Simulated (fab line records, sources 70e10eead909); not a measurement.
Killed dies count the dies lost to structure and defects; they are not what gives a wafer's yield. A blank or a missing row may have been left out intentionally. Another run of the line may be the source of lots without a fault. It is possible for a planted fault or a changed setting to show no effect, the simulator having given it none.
Chamber matching :: flow nand_harc :: NHARC_A_STAIRCASE_DEP_151 on pecvd-04 has 3 sister chambers
The step deposits SiO2, target thk 7200 nm. 6 wafers are shown with their chamber, then 9 later ones without.

WAFERS, EACH WITH ITS CHAMBER
wafer: L086.2
chamber: 2
heater_power_w (W): 597

wafer: L086.4
chamber: 1
heater_power_w (W): 598

wafer: L086.6
chamber: 0
heater_power_w (W): 724

wafer: L087.1
chamber: 1
heater_power_w (W): 685

wafer: L087.2
chamber: 2
heater_power_w (W): 655

wafer: L087.3
chamber: 0
heater_power_w (W): 803

WAFERS WITH NO CHAMBER GIVEN
wafer: L091.1
heater_power_w (W): 584

wafer: L091.4
heater_power_w (W): 571

wafer: L091.5
heater_power_w (W): 583

wafer: L093.2
heater_power_w (W): 872

wafer: L093.4
heater_power_w (W): 743

wafer: L093.6
heater_power_w (W): 570

wafer: L097.2
heater_power_w (W): 668

wafer: L097.4
heater_power_w (W): 575

wafer: L097.6
heater_power_w (W): 578

WHICH CHAMBER EACH WENT THROUGH
wafer: L091.1
from the rows above: can't be placed: 2 or 1
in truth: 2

wafer: L091.4
from the rows above: can't be placed: 2 or 1
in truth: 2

wafer: L091.5
from the rows above: can't be placed: 2 or 1
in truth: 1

wafer: L093.2
from the rows above: 0
in truth: 0

wafer: L093.4
from the rows above: can't be placed: 0 or 1 or 2
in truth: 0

wafer: L093.6
from the rows above: can't be placed: 2 or 1
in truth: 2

wafer: L097.2
from the rows above: can't be placed: 1 or 2 or 0
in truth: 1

wafer: L097.4
from the rows above: can't be placed: 2 or 1
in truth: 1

wafer: L097.6
from the rows above: can't be placed: 2 or 1
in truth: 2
Correctly placed: 1 of 9. Can't be placed from these rows: 8 (the true chamber is among the candidates in 8). Wrongly placed: 0.
How it was worked out, from the rows above alone: a wafer's distance from a chamber is the root of the sum, over the readings, of the square of ((its reading less the chamber's mean) divided by the reading's scatter). The wafer belongs to the nearest chamber; if the next one is less than 2 further off, it can't be placed. A chamber's mean is the mean of its shown wafers. How the scatter is found: for the shown wafers, subtract from each reading the mean of its chamber, square and add these, divide the total by (wafers less chambers), then take the root.
